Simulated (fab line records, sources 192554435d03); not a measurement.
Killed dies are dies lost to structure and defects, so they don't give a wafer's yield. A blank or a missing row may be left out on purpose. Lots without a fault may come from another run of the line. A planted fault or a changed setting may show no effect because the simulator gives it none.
A struck lot beside a sound one | flow n5_finfet | 14 steps out of a route of 1938
Sound: wafers L657.1, L657.5, L657.6. Struck: wafers L666.3, L666.4, L666.5. The cause comes at the end.
At each step with rows: each side's tool, then ch and its chambers, then its first start. Under that, the readings that differ: sound wafers | struck wafers | difference of the means | sigmas: that difference in standard deviations of wafers without a fault.
alike: readings whose means differ by less than 2 such deviations, and words and numbers that are the same on both sides. not compared: withheld readings, readings that some wafer has no value for, bounds like >300 that may hide the same value, and numbers for which the record gives no deviation and whose values overlap.
The two part at a step that has a row with sigmas, a row that says differs or no value, or rows on one side only. Numbers that don't overlap but have no deviation are shown without sigmas and don't part them. A reading that every wafer of one side lacks parts them only if that side has two wafers or more.

N5_BEOL_M13_STRIP_63: strips in N2/H2.
  sound on plasma_asher-01 ch 0,1, day 13 15:22; struck on plasma_asher-02 ch 0,1, day 14 16:44
  alike: drypump_motor_current_A, heater_power_w, oes_product_au, strip_time_to_endpoint_s
  not compared: rf_hours_counter_h
N5_BEOL_M13_STRIP_64: strips in N2/H2.
  sound on plasma_asher-01 ch 0,1, day 13 15:25; struck on plasma_asher-02 ch 0,1, day 14 16:47
  alike: drypump_motor_current_A, heater_power_w, oes_product_au, strip_time_to_endpoint_s
  not compared: rf_hours_counter_h
then, 2 steps without rows for these wafers: N5_BEOL_M13_STRIP_71 (strips in post etch residue remover, time 60 s); N5_BEOL_M13_SRD_72 (time 30 s, dry time 30 s).
N5_BEOL_M13_CD_MEAS_17: target cd 190 nm.
  sound on cd_sem-02, day 13 15:34; struck on cd_sem-01, day 14 16:55
  reading    | sound             | struck            | difference | sigmas
  cd_nm (nm) | 192.4 192.0 192.2 | 187.5 188.8 190.2 | -3.4       | -2
then, 7 steps without rows for these wafers: N5_BEOL_M13_COAT_65 (time 60 s, resist thk 350 nm); N5_BEOL_M13_COAT_66 (time 60 s, resist thk 110 nm); N5_BEOL_M13_COAT_22 (resist thk 300 nm); N5_BEOL_M13_EBR_24; N5_BEOL_M13_SOFTBAKE_23 (time 60 s); N5_BEOL_M13_EXPOSE_25 (exposes mask M13, target cd 210 nm); N5_BEOL_M13_PEB_26 (peb time 90 s).
N5_BEOL_M13_DEVELOP_27: develop time 45 s.
  sound on litho_track-04 ch 0, day 13 15:47; struck on litho_track-03, day 14 17:16
  no value came back on the struck wafers for chill_plate_temp_C (C), develop_time_s (s), developer_temp_C (C), resist_line_temp_C (C); on the sound wafers chill_plate_temp_C (C) reads 22.97 23.02 23.06
  reading                                    | sound             | struck          | difference | sigmas
  model.coat_of_BEOL_M13_COAT_22.thk_nm (nm) | 288.6 288.8 289.2 | 300.4 300 300.6 | +11.5      |
then, 1 step without rows for these wafers: N5_BEOL_M13_HARDBAKE_32 (time 120 s).

WHERE THEY PART
First at N5_BEOL_M13_CD_MEAS_17; last, within this record, at N5_BEOL_M13_DEVELOP_27.

WHY: what the simulator had put in
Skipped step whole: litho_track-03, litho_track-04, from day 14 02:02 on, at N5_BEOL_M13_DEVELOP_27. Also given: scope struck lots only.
